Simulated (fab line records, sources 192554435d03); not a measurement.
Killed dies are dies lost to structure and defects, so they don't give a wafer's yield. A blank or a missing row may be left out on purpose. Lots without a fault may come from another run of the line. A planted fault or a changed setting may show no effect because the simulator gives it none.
Which tool did it? | flow n5_finfet | 24 lots, 72 wafers sampled, at 4 steps of a route of 1938

WHAT THE GAUGES READ, wafer by wafer
N5_BEOL_M14_INSPECT_12: inspects for defects (macro). Usual: raw_defect_count 2.0, standard deviation 1.2.
lot  | measured     | on                | raw_defect_count | flag
L074 | day 11 16:37 | defect_inspect-01 | 3 1 0            |
L075 | day 11 23:36 | defect_inspect-01 | 1 0 1            |
L078 | day 12 14:41 | defect_inspect-02 | 1 1 1            |
L076 | day 12 19:27 | defect_inspect-01 | 2 3 4            |
L081 | day 13 03:38 | defect_inspect-01 | 4 1 4            |
L079 | day 13 07:18 | defect_inspect-02 | 3 2 2            |
L080 | day 13 07:20 | defect_inspect-01 | 2 2 2            |
L077 | day 13 08:20 | defect_inspect-01 | 2 2 4            |
L082 | day 13 17:14 | defect_inspect-01 | 2 2 1            |
L083 | day 13 21:20 | defect_inspect-01 | 0 2 3            |
L084 | day 13 21:37 | defect_inspect-01 | 2 1 1            |
L085 | day 14 05:00 | defect_inspect-02 | 4 1 2            |
L086 | day 14 10:16 | defect_inspect-02 | 1 2 3            |
L087 | day 14 11:19 | defect_inspect-02 | 4 2 2            |
L088 | day 15 10:27 | defect_inspect-02 | 4 1 2            |
L089 | day 15 13:53 | defect_inspect-01 | 2 3 5            |
L091 | day 15 17:22 | defect_inspect-02 | 0 1 2            |
L090 | day 16 05:13 | defect_inspect-01 | 0 2 2            |
L093 | day 16 06:32 | defect_inspect-01 | 0 2 1            |
L092 | day 16 06:43 | defect_inspect-01 | 0 1 0            |
L094 | day 16 07:05 | defect_inspect-01 | 4 1 2            |
L095 | day 17 09:58 | defect_inspect-02 | 1 0 2            |
L097 | day 17 12:58 | defect_inspect-01 | 2 4 1            |
L096 | day 17 14:12 | defect_inspect-01 | 2 1 1            |

N5_BEOL_M15_THK_MEAS_01. Usual: M15_ILD_THK 1618 nm, standard deviation 29.
lot  | measured     | on            | M15_ILD_THK (nm) | flag
L074 | day 11 20:42 | film_metro-01 | 1613 1635 1599   |
L075 | day 12 06:53 | film_metro-01 | 1627 1668 1647   |
L078 | day 12 20:30 | film_metro-01 | 1567 1589 1583   |
L076 | day 13 00:34 | film_metro-02 | 1594 1588 1634   |
L081 | day 13 13:41 | film_metro-01 | 1628 1588 1666   |
L079 | day 13 17:46 | film_metro-02 | 1584 1594 1615   |
L080 | day 13 18:09 | film_metro-02 | 1606 1618 1663   |
L077 | day 13 18:50 | film_metro-02 | 1587 1611 1582   |
L082 | day 13 22:04 | film_metro-02 | 1576 1632 1606   |
L083 | day 14 01:50 | film_metro-02 | 1649 1674 1661   |
L084 | day 14 03:32 | film_metro-02 | 1609 1626 1646   |
L085 | day 14 09:29 | film_metro-01 | 1590 1628 1593   |
L086 | day 14 17:40 | film_metro-01 | 1604 1583 1633   |
L087 | day 14 17:22 | film_metro-02 | 1558 1618 1629   |
L088 | day 15 14:45 | film_metro-01 | 1590 1633 1659   |
L089 | day 15 19:52 | film_metro-01 | 1668 1662 1686   |
L091 | day 15 22:29 | film_metro-02 | 1573 1633 1602   |
L090 | day 16 09:48 | film_metro-02 | 1592 1607 1636   |
L093 | day 16 10:52 | film_metro-01 | 1577 1615 1626   |
L092 | day 16 11:28 | film_metro-02 | 1648 1639 1616   |
L094 | day 16 13:54 | film_metro-01 | 1621 1581 1638   |
L095 | day 17 16:18 | film_metro-02 | 1614 1638 1641   |
L097 | day 17 19:16 | film_metro-02 | 1584 1604 1604   |
L096 | day 17 19:58 | film_metro-02 | 1669 1679 1651   |

WHICH TOOL RAN EACH LOT (tool, then ch and the chambers of the sampled wafers, then the start)
lot  | N5_BEOL_M14_SPUTTER_44       | N5_BEOL_M14_SPUTTER_45
L074 | pvd_sputter-02, day 11 19:06 | pvd_sputter-02, day 11 19:11
L075 | pvd_sputter-01, day 12 04:53 | pvd_sputter-01, day 12 04:58
L078 | pvd_sputter-03, day 12 18:20 | pvd_sputter-03, day 12 18:25
L076 | pvd_sputter-03, day 12 23:02 | pvd_sputter-03, day 12 23:07
L081 | pvd_sputter-01, day 13 12:16 | pvd_sputter-01, day 13 12:21
L079 | pvd_sputter-02, day 13 15:56 | pvd_sputter-02, day 13 16:01
L080 | pvd_sputter-02, day 13 16:16 | pvd_sputter-02, day 13 16:20
L077 | pvd_sputter-02, day 13 16:37 | pvd_sputter-02, day 13 16:42
L082 | pvd_sputter-03, day 13 20:05 | pvd_sputter-03, day 13 20:10
L083 | pvd_sputter-03, day 14 00:17 | pvd_sputter-03, day 14 00:22
L084 | pvd_sputter-02, day 14 02:06 | pvd_sputter-02, day 14 02:11
L085 | pvd_sputter-01, day 14 08:04 | pvd_sputter-01, day 14 08:08
L086 | pvd_sputter-03, day 14 15:14 | pvd_sputter-03, day 14 15:19
L087 | pvd_sputter-02, day 14 14:56 | pvd_sputter-02, day 14 15:01
L088 | pvd_sputter-03, day 15 12:49 | pvd_sputter-03, day 15 12:53
L089 | pvd_sputter-01, day 15 18:23 | pvd_sputter-01, day 15 18:28
L091 | pvd_sputter-02, day 15 21:03 | pvd_sputter-02, day 15 21:08
L090 | pvd_sputter-03, day 16 08:23 | pvd_sputter-03, day 16 08:28
L093 | pvd_sputter-03, day 16 09:26 | pvd_sputter-03, day 16 09:31
L092 | pvd_sputter-03, day 16 10:02 | pvd_sputter-03, day 16 10:07
L094 | pvd_sputter-01, day 16 12:29 | pvd_sputter-01, day 16 12:34
L095 | pvd_sputter-01, day 17 14:50 | pvd_sputter-01, day 17 14:55
L097 | pvd_sputter-02, day 17 17:47 | pvd_sputter-02, day 17 17:52
L096 | pvd_sputter-01, day 17 18:07 | pvd_sputter-01, day 17 18:11
- N5_BEOL_M14_SPUTTER_44: material Ta, target thk 15 nm, time 24.19 s.
- N5_BEOL_M14_SPUTTER_45: material Cu, target thk 100 nm, time 16.67 s.

WHAT THE TOOLS THEMSELVES READ (means of the sampled wafers that have a number; where no wafer has one, the mark that the record gives instead)
N5_BEOL_M14_SPUTTER_44. Usual: throttle_valve_pct 29.8 %, standard deviation 0.9.
lot  | tool           | throttle_valve_pct (%) | flag
L074 | pvd_sputter-02 | 29.5                   |
L075 | pvd_sputter-01 | 29.4                   |
L078 | pvd_sputter-03 | 30.7                   |
L076 | pvd_sputter-03 | 30.2                   |
L081 | pvd_sputter-01 | 30.0                   |
L079 | pvd_sputter-02 | 28.6                   |
L080 | pvd_sputter-02 | 29.4                   |
L077 | pvd_sputter-02 | 29.8                   |
L082 | pvd_sputter-03 | 30.6                   |
L083 | pvd_sputter-03 | 30.3                   |
L084 | pvd_sputter-02 | 28.3                   |
L085 | pvd_sputter-01 | 30.1                   |
L086 | pvd_sputter-03 | 29.9                   |
L087 | pvd_sputter-02 | 29.2                   |
L088 | pvd_sputter-03 | 30.5                   |
L089 | pvd_sputter-01 | 29.8                   |
L091 | pvd_sputter-02 | 30.2                   |
L090 | pvd_sputter-03 | 30.2                   |
L093 | pvd_sputter-03 | 30.4                   |
L092 | pvd_sputter-03 | 30.7                   |
L094 | pvd_sputter-01 | 30.0                   |
L095 | pvd_sputter-01 | 30.1                   |
L097 | pvd_sputter-02 | 29.4                   |
L096 | pvd_sputter-01 | 29.8                   |

N5_BEOL_M14_SPUTTER_45. Usual: throttle_valve_pct 29.9 %, standard deviation 0.9.
lot  | tool           | throttle_valve_pct (%) | flag
L074 | pvd_sputter-02 | 29.4                   |
L075 | pvd_sputter-01 | 29.4                   |
L078 | pvd_sputter-03 | 30.6                   |
L076 | pvd_sputter-03 | 30.2                   |
L081 | pvd_sputter-01 | 29.9                   |
L079 | pvd_sputter-02 | 28.8                   |
L080 | pvd_sputter-02 | 29.6                   |
L077 | pvd_sputter-02 | 29.8                   |
L082 | pvd_sputter-03 | 30.6                   |
L083 | pvd_sputter-03 | 30.5                   |
L084 | pvd_sputter-02 | 28.4                   |
L085 | pvd_sputter-01 | 30.1                   |
L086 | pvd_sputter-03 | 30.0                   |
L087 | pvd_sputter-02 | 29.0                   |
L088 | pvd_sputter-03 | 30.4                   |
L089 | pvd_sputter-01 | 30.1                   |
L091 | pvd_sputter-02 | 30.3                   |
L090 | pvd_sputter-03 | 30.3                   |
L093 | pvd_sputter-03 | 30.3                   |
L092 | pvd_sputter-03 | 30.8                   |
L094 | pvd_sputter-01 | 30.1                   |
L095 | pvd_sputter-01 | 30.2                   |
L097 | pvd_sputter-02 | 29.5                   |
L096 | pvd_sputter-01 | 29.8                   |

THE ANSWER, worked out from the rows above alone
Rule: a lot is off if the mean of its wafers that have a number lies more than 3 standard deviations from the usual mean. A lot without any number at a reading at which 4 lots or more have one is off too. The other lots that the step has rows for count as sound. The gauges are gone through in route order, then the tools' own readings, and for those a lot's mean is taken as printed above. The first step at which some lot is off is used, and at that step the reading that is off furthest; a lot without a number counts as furthest.
No lot is off at any reading shown: from this, nothing can be told.

WHAT THE SIMULATOR HAD PUT IN
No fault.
